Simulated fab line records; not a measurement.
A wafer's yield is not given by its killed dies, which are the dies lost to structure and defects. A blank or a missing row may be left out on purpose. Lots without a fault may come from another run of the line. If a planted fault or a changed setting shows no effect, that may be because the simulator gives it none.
Matching of chambers :: flow nand-harc :: NHARC_A_STAIRCASE_DESCUM_443 on rie-diel-02 has 4 sister chambers
The step chemistry O2, time 3 s. 8 wafers are shown with their chamber, then 7 later ones without.

== WAFERS PAIRED WITH THEIR CHAMBERS ==
wafer: L614.4
chamber: 2
showerhead-plenum-p-Torr (Torr): 1.80
drypump-motor-current-A (A): 5.59

wafer: L615.2
chamber: 3
showerhead-plenum-p-Torr (Torr): 1.84
drypump-motor-current-A (A): 5.62

wafer: L615.4
chamber: 3
showerhead-plenum-p-Torr (Torr): 1.84
drypump-motor-current-A (A): 5.65

wafer: L618.3
chamber: 1
showerhead-plenum-p-Torr (Torr): 2.03
drypump-motor-current-A (A): 6.08

wafer: L618.5
chamber: 0
showerhead-plenum-p-Torr (Torr): 1.82
drypump-motor-current-A (A): 5.61

wafer: L618.6
chamber: 1
showerhead-plenum-p-Torr (Torr): 2.03
drypump-motor-current-A (A): 6.08

wafer: L625.2
chamber: 2
showerhead-plenum-p-Torr (Torr): 1.79
drypump-motor-current-A (A): 5.56

wafer: L625.3
chamber: 0
showerhead-plenum-p-Torr (Torr): 1.81
drypump-motor-current-A (A): 5.63

== WAFERS WITHOUT THEIR CHAMBER ==
wafer: L625.4
showerhead-plenum-p-Torr (Torr): 2.03
drypump-motor-current-A (A): 6.11

wafer: L631.3
showerhead-plenum-p-Torr (Torr): 1.78
drypump-motor-current-A (A): 5.55

wafer: L631.4
showerhead-plenum-p-Torr (Torr): 2.02
drypump-motor-current-A (A): 6.08

wafer: L631.5
showerhead-plenum-p-Torr (Torr): 1.83
drypump-motor-current-A (A): 5.67

wafer: L634.3
showerhead-plenum-p-Torr (Torr): 1.78
drypump-motor-current-A (A): 5.57

wafer: L634.5
showerhead-plenum-p-Torr (Torr): 1.78
drypump-motor-current-A (A): 5.57

wafer: L634.6
showerhead-plenum-p-Torr (Torr): 2.02
drypump-motor-current-A (A): 6.07

== CHAMBER TAKEN BY EACH ==
wafer: L625.4
from the rows above: 1
in truth: 1

wafer: L631.3
from the rows above: 2
in truth: 2

wafer: L631.4
from the rows above: 1
in truth: 1

wafer: L631.5
from the rows above: can't be placed: 3 or 0
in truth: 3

wafer: L634.3
from the rows above: 2
in truth: 2

wafer: L634.5
from the rows above: 2
in truth: 2

wafer: L634.6
from the rows above: 1
in truth: 1
Correctly placed: 6 of 7. These rows do not allow placing 1 (true chamber among the candidates in 1). Wrongly placed: 0.
How it was worked out, from the rows above alone: a wafer's distance from a chamber is the root of the sum, over the readings, of the square of ((its reading less the chamber's mean) divided by the reading's scatter). The wafer belongs to the nearest chamber; if the next one is less than 2 further off, it can't be placed. Each chamber's mean is taken over the wafers shown for it. The scatter is the square root of a quotient: the sum, over the shown wafers, of each reading's squared deviation from its chamber's mean, divided by wafers minus chambers.
